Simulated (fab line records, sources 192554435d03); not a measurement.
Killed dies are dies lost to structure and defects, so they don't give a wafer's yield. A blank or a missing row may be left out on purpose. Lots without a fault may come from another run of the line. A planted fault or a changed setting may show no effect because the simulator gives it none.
Which tool did it? | flow n5_finfet | 9 lots, 27 wafers sampled, at 6 steps of a route of 1938

WHAT THE GAUGES READ, wafer by wafer
N5_BEOL_M0_RS_MEAS_126: measures by four-point-probe.
lot  | measured     | on            | M0_RS (ohm/sq)
L539 | day 6 04:31  | film_metro-01 | 0.526 0.484 0.520
L542 | day 7 00:47  | film_metro-01 | 0.532 0.535 0.545
L543 | day 7 04:52  | film_metro-01 | 0.539 0.514 0.497
L544 | day 7 12:32  | film_metro-02 | 0.533 0.551 1.143
L546 | day 8 01:43  | film_metro-02 | 0.562 0.553 0.554
L547 | day 8 08:33  | film_metro-02 | 0.517 1.136 1.116
L556 | day 10 15:16 | film_metro-01 | 0.517 0.528 0.507
L557 | day 10 17:21 | film_metro-01 | 0.543 0.519 0.551
L560 | day 11 15:14 | film_metro-02 | 0.513 0.511 0.508

N5_BEOL_M4_RC_MEAS_101.
lot  | measured     | on        | DIBL_N (mV/V)  | DIBL_P (mV/V)  | IOFF_N (nA/um) | IOFF_P (nA/um) | ION_N (uA/um) | ION_P (uA/um) | SS_N (mV/dec)  | SS_P (mV/dec)  | VT_N (mV)   | VT_P (mV)
L539 | day 7 16:49  | prober-02 | 41.7 36.4 36.7 | 41.5 34.4 34.5 | 0.27 0.14 0.15 | 0.30 0.17 0.18 | 687 663 664   | 465 449 449   | 73.2 71.2 71.7 | 75.1 73.3 74.0 | 244 255 255 | -247 -257 -255
L542 | day 8 18:52  | prober-01 | 29.9 35.4 32.0 | 30.0 36.9 32.9 | 0.09 0.16 0.11 | 0.13 0.22 0.17 | 677 671 675   | 470 467 475   | 69.7 71.6 71.5 | 71.6 72.5 71.8 | 256 245 254 | -257 -249 -250
L543 | day 9 00:22  | prober-01 | 40.5 32.2 38.0 | 41.9 32.5 39.1 | 0.23 0.09 0.18 | 0.29 0.15 0.24 | 687 647 681   | 465 452 465   | 72.0 69.8 71.5 | 73.8 71.4 73.0 | 244 258 248 | -245 -253 -247
L544 | day 9 07:55  | prober-01 | 34.7 39.3 35.2 | 36.8 41.9 37.8 | 0.13 0.24 0.14 | 0.22 0.32 0.23 | 668 697 660   | 469 476 461   | 71.1 72.0 70.2 | 74.0 74.6 74.2 | 250 244 253 | -248 -243 -248
L546 | day 10 00:22 | prober-01 | 38.4 35.0 36.9 | 38.0 35.9 38.2 | 0.19 0.13 0.16 | 0.23 0.19 0.23 | 673 665 664   | 462 456 460   | 72.0 71.3 72.0 | 74.1 73.1 74.3 | 252 254 252 | -251 -253 -250
L547 | day 10 02:14 | prober-01 | 39.2 35.1 33.3 | 43.4 35.1 35.7 | 0.28 0.17 0.13 | 0.32 0.18 0.17 | 689 666 677   | 470 456 463   | 72.0 71.2 69.9 | 75.1 73.2 72.6 | 242 249 251 | -244 -254 -254
L556 | day 13 08:08 | prober-02 | 34.8 31.6 27.6 | 37.1 33.3 28.4 | 0.16 0.11 0.07 | 0.19 0.14 0.11 | 679 664 649   | 462 454 455   | 71.5 70.2 69.4 | 73.4 72.8 71.7 | 248 258 258 | -252 -256 -257
L557 | day 13 00:16 | prober-02 | 33.7 35.5 37.5 | 35.3 37.1 38.7 | 0.12 0.15 0.17 | 0.17 0.19 0.20 | 674 679 666   | 458 461 445   | 71.4 71.3 72.2 | 72.8 73.7 74.1 | 255 250 253 | -256 -253 -252
L560 | day 14 07:53 | prober-01 | 36.6 35.8 35.0 | 39.2 38.0 36.9 | 0.19 0.16 0.14 | 0.24 0.21 0.20 | 694 684 669   | 479 469 461   | 70.8 71.7 71.0 | 73.8 73.5 73.1 | 242 248 252 | -249 -251 -250

WHICH TOOL RAN EACH LOT (tool, then ch and the chambers of the sampled wafers, then the start)
lot  | N5_BEOL_M0_SAQP_ILD_DEP_01      | N5_BEOL_M0_DEGAS_112         | N5_BEOL_M0_ANNEAL_117        | N5_BEOL_M1_ILD_DEP_00
L539 | pecvd-01 ch 1,2, day 5 14:59    | pvd_sputter-01, day 6 02:00  | pvd_sputter-01, day 6 02:49  | pecvd-03 ch 1,2, day 6 04:34
L542 | pecvd-01 ch 0,1,2, day 6 11:01  | pvd_sputter-03, day 6 22:07  | pvd_sputter-02, day 6 23:01  | pecvd-04 ch 0,1,2, day 7 00:50
L543 | pecvd-01 ch 0,1,2, day 6 15:08  | pvd_sputter-03, day 7 01:43  | pvd_sputter-01, day 7 03:09  | pecvd-04 ch 0,1,2, day 7 04:56
L544 | pecvd-01 ch 0,2, day 6 23:08    | pvd_sputter-03, day 7 10:28  | pvd_sputter-02, day 7 11:09  | pecvd-04 ch 0,1,2, day 7 12:37
L546 | pecvd-02 ch 1,2, day 7 13:09    | pvd_sputter-01, day 7 22:16  | pvd_sputter-03, day 8 00:23  | pecvd-04 ch 0,1, day 8 01:47
L547 | pecvd-01 ch 0,1, day 7 16:08    | pvd_sputter-01, day 8 06:20  | pvd_sputter-03, day 8 07:01  | pecvd-03 ch 1,2, day 8 08:37
L556 | pecvd-02 ch 0,1, day 9 23:28    | pvd_sputter-01, day 10 12:55 | pvd_sputter-03, day 10 13:56 | pecvd-04 ch 0,2, day 10 15:20
L557 | pecvd-01 ch 0,1,2, day 10 04:07 | pvd_sputter-03, day 10 15:14 | pvd_sputter-01, day 10 16:02 | pecvd-04 ch 0,1,2, day 10 17:25
L560 | pecvd-01 ch 0,1,2, day 11 02:20 | pvd_sputter-01, day 11 12:56 | pvd_sputter-03, day 11 13:52 | pecvd-02 ch 0,1, day 11 15:17
- N5_BEOL_M0_SAQP_ILD_DEP_01: deposits SiOC from DEMS/O2, target thk 45.419 nm, time 8.7 s.
- N5_BEOL_M0_DEGAS_112: time 60 s.
- N5_BEOL_M0_ANNEAL_117: time 60 s.
- N5_BEOL_M1_ILD_DEP_00: deposits SiOC from DEMS/O2, target thk 79 nm, time 15.3 s.

WHAT THE TOOLS THEMSELVES READ (means of the sampled wafers that have a number; where no wafer has one, the mark that the record gives instead)
N5_BEOL_M0_SAQP_ILD_DEP_01.
lot  | tool     | heater_power_w (W) | showerhead_plenum_p_Torr (Torr) | throttle_valve_pct (%)
L539 | pecvd-01 | 666                | 5.679                           | 12.0
L542 | pecvd-01 | 530                | 5.674                           | 11.9
L543 | pecvd-01 | 567                | 5.673                           | 11.8
L544 | pecvd-01 | 610                | 5.689                           | 11.7
L546 | pecvd-02 | 384                | 5.701                           | 11.8
L547 | pecvd-01 | 427                | 5.671                           | 11.8
L556 | pecvd-02 | 428                | 5.699                           | 12.2
L557 | pecvd-01 | 583                | 5.675                           | 12.0
L560 | pecvd-01 | 537                | 5.679                           | 12.0

N5_BEOL_M0_DEGAS_112.
lot  | tool           | heater_power_w (W)
L539 | pvd_sputter-01 | 341
L542 | pvd_sputter-03 | 324
L543 | pvd_sputter-03 | 324
L544 | pvd_sputter-03 | 336
L546 | pvd_sputter-01 | 313
L547 | pvd_sputter-01 | 300
L556 | pvd_sputter-01 | 309
L557 | pvd_sputter-03 | 334
L560 | pvd_sputter-01 | 302

N5_BEOL_M0_ANNEAL_117.
lot  | tool           | heater_power_w (W) | susceptor_temp_C_max
L539 | pvd_sputter-01 | 797                | 400.79
L542 | pvd_sputter-02 | 919                | 400.76
L543 | pvd_sputter-01 | 754                | 400.84
L544 | pvd_sputter-02 | 823                | 400.93
L546 | pvd_sputter-03 | 833                | 400.61
L547 | pvd_sputter-03 | 814                | 400.92
L556 | pvd_sputter-03 | 808                | 400.81
L557 | pvd_sputter-01 | 792                | 400.47
L560 | pvd_sputter-03 | 798                | 400.95

N5_BEOL_M1_ILD_DEP_00.
lot  | tool     | heater_power_w (W) | showerhead_plenum_p_Torr (Torr) | throttle_valve_pct (%)
L539 | pecvd-03 | 602                | 5.695                           | 11.9
L542 | pecvd-04 | 479                | 5.690                           | 12.2
L543 | pecvd-04 | 446                | 5.681                           | 11.9
L544 | pecvd-04 | 508                | 5.686                           | 11.9
L546 | pecvd-04 | 437                | 5.690                           | 11.9
L547 | pecvd-03 | 579                | 5.694                           | 11.8
L556 | pecvd-04 | 517                | 5.688                           | 12.9
L557 | pecvd-04 | 497                | 5.698                           | 12.1
L560 | pecvd-02 | 419                | 5.697                           | 12.2

THE ANSWER, worked out from the rows above alone
Rule: what is usual is taken from the lots themselves. Put in order of their means at a reading, lots are off if they are a third of the lots or fewer, leave a main group of 4 or more, and stand apart from it by a gap of 3 or more times the standard deviation of the main group's means; of several such gaps the widest counts. A main group whose means are all the same, to the digits that the tables above print for the reading, isn't used. A lot without any number at a reading at which 4 lots or more have one is off too. The other lots that the step has rows for count as sound. The gauges are gone through in route order, then the tools' own readings, and for those a lot's mean is taken as printed above. The first step at which some lot is off is used, and at that step the reading that is off furthest; a lot without a number counts as furthest.
Off: L544, L547, at N5_BEOL_M0_RS_MEAS_126 (M0_RS). The main group: mean 0.527 ohm/sq, standard deviation 0.016.
A tool fits if, at a process step before that reading, it ran every lot that is off, and no sound lot after the first of them. The gauges at N5_BEOL_M0_RS_MEAS_126 are tried like those tools. None of those tried fits.

WHAT THE SIMULATOR HAD PUT IN
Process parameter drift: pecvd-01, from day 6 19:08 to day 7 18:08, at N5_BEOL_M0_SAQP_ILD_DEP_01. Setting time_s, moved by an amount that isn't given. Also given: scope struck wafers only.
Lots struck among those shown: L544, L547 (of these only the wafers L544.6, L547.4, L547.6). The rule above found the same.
